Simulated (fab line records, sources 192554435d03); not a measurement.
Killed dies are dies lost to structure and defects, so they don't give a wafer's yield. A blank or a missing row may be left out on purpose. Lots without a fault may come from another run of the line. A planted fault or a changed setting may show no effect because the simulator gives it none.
Split-lot experiment | flow n5_finfet | 7 lots, 39 wafers read, on a route of 1938 steps

THE SPLIT
At N5_BEOL_M14_SPUTTER_43 (material TaN, target thk 15 nm, time 24.19 s), the setting target_thk_a was moved away from the recipe's 150 angstrom on 15 of the 39 wafers read, by -51.2% to +34.1%. The other wafers ran this setting at the recipe's value.

FROM THE SPLIT TO THE READING: what the file shows between them, 4 steps
- N5_BEOL_M14_SPUTTER_44: material Ta, target thk 15 nm, time 24.19 s
- N5_BEOL_M14_SPUTTER_45: material Cu, target thk 100 nm, time 16.67 s
- N5_BEOL_M14_ECD_47: material Cu, target thk 1248 nm
- N5_BEOL_M14_ANNEAL_48: time 90 s

THE READING
barrier_field_endpoint_s, in s, at N5_BEOL_M14_CMP_49 (polishes, stops on SiO2, t overpolish 5.2 s, target thk 560 nm). Fault-free wafers of this fab line usually give 11.38 s, standard deviation 0.29 s.

wafer  | tool, chamber at the split | target_thk_a as run, angstrom | against the recipe | barrier_field_endpoint_s, s | against lot-mates on the recipe
L076.1 | pvd_sputter-01, -          | 99.46                         | -33.7%             | 9.62                        | -1.59
L076.4 | pvd_sputter-01, -          | 150                           | recipe             | 11.19                       | -
L076.3 | pvd_sputter-01, -          | 150                           | recipe             | 11.50                       | -
L076.2 | pvd_sputter-01, -          | 150                           | recipe             | 10.94                       | -
L076.5 | pvd_sputter-01, -          | 99.46                         | -33.7%             | 9.52                        | -1.69
L076.6 | pvd_sputter-01, -          | 99.46                         | -33.7%             | 9.29                        | -1.92
L079.4 | pvd_sputter-03, -          | 194.1                         | +29.4%             | 12.98                       | +1.67
L079.3 | pvd_sputter-03, -          | 194.1                         | +29.4%             | 12.55                       | +1.24
L079.1 | pvd_sputter-03, -          | 150                           | recipe             | 11.85                       | -
L079.2 | pvd_sputter-03, -          | 194.1                         | +29.4%             | 12.85                       | +1.54
L079.5 | pvd_sputter-03, -          | 150                           | recipe             | 11.31                       | -
L079.6 | pvd_sputter-03, -          | 150                           | recipe             | 10.76                       | -
L082.3 | pvd_sputter-02, -          | 150                           | recipe             | 11.52                       | -
L082.2 | pvd_sputter-02, -          | 150                           | recipe             | 11.28                       | -
L082.5 | pvd_sputter-02, -          | 150                           | recipe             | 11.38                       | -
L086.2 | pvd_sputter-03, -          | 109.2                         | -27.2%             | 9.87                        | -1.52
L086.1 | pvd_sputter-03, -          | 150                           | recipe             | 11.20                       | -
L086.3 | pvd_sputter-03, -          | 150                           | recipe             | 11.04                       | -
L086.4 | pvd_sputter-03, -          | 150                           | recipe             | 11.94                       | -
L086.6 | pvd_sputter-03, -          | 109.2                         | -27.2%             | 9.89                        | -1.50
L086.5 | pvd_sputter-03, -          | 109.2                         | -27.2%             | 9.92                        | -1.47
L091.3 | pvd_sputter-03, -          | 150                           | recipe             | 11.85                       | -
L091.2 | pvd_sputter-03, -          | 150                           | recipe             | 11.25                       | -
L091.1 | pvd_sputter-03, -          | 73.15                         | -51.2%             | 8.44                        | -3.27
L091.4 | pvd_sputter-03, -          | 73.15                         | -51.2%             | 8.32                        | -3.39
L091.6 | pvd_sputter-03, -          | 150                           | recipe             | 12.02                       | -
L091.5 | pvd_sputter-03, -          | 73.15                         | -51.2%             | 8.72                        | -2.99
L092.1 | pvd_sputter-01, -          | 150                           | recipe             | 11.03                       | -
L092.4 | pvd_sputter-01, -          | 201.1                         | +34.1%             | 13.50                       | +2.12
L092.3 | pvd_sputter-01, -          | 201.1                         | +34.1%             | 12.98                       | +1.60
L092.2 | pvd_sputter-01, -          | 150                           | recipe             | 11.67                       | -
L092.5 | pvd_sputter-01, -          | 150                           | recipe             | 11.44                       | -
L092.6 | pvd_sputter-01, -          | 201.1                         | +34.1%             | 13.48                       | +2.10
L093.1 | pvd_sputter-01, -          | 150                           | recipe             | 11.80                       | -
L093.2 | pvd_sputter-01, -          | 150                           | recipe             | 11.35                       | -
L093.4 | pvd_sputter-01, -          | 150                           | recipe             | 11.18                       | -
L093.3 | pvd_sputter-01, -          | 150                           | recipe             | 10.74                       | -
L093.6 | pvd_sputter-01, -          | 150                           | recipe             | 11.74                       | -
L093.5 | pvd_sputter-01, -          | 150                           | recipe             | 11.19                       | -

THE FIT
A straight line over all 39 wafers: barrier_field_endpoint_s changes by +0.0551 s for each +1% of target_thk_a; r = +0.97; the points scatter about the line by 0.31 s.
The same after taking each lot's own level away (the mean of its wafers on the recipe; 39 wafers): +0.0571 s for each +1%; r = +0.97; scatter 0.3 s.
On that fit, the largest move of target_thk_a shifts the reading by 2.9 s.
The lots' own levels span 11.210 to 11.707 s, that is 1.7 times the standard deviation above.
So the lot-to-lot level changes the slope little: the two slopes agree.
Check: with one of the wafers moved furthest among these (-51.2%) left out of the fit, the line predicts -2.89 s for it against its lot-mates. It came out at -3.27 s against them.

OTHER SPLITS ON THESE WAFERS
These wafers also went through other splits before the reading. Each is held against what the fit with the lots' levels taken away leaves over:
other split on the same wafers    | wafers away from the commonest value | r with barrier_field_endpoint_s (lot level and that fit taken away)
N5_BEOL_M11_TRENCH_ETCH_37 time_s | 15                                   | +0.01

THE WHOLE CHAIN: every reading that the file lists as answering this split, in the file's order
step                   | what it does                                                   | reading                                                                            | change (the file's fit)               | r (the file's)
N5_BEOL_M14_SPUTTER_43 | material TaN, target thk 15 nm, time 24.19 s                   | TaN_of_BEOL_M14_SPUTTER_43.thk_nm (the simulator's own value, which no gauge read) | +0.152 nm for each +1% of the setting | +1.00
N5_BEOL_M14_CMP_49     | polishes, stops on SiO2, t overpolish 5.2 s, target thk 560 nm | barrier_field_endpoint_s                                                           | +0.0573 s for each +1% of the setting | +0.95

THE FILE'S OWN FIT
barrier_field_endpoint_s changes by +0.0573 s for each +1% of target_thk_a, r = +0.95.
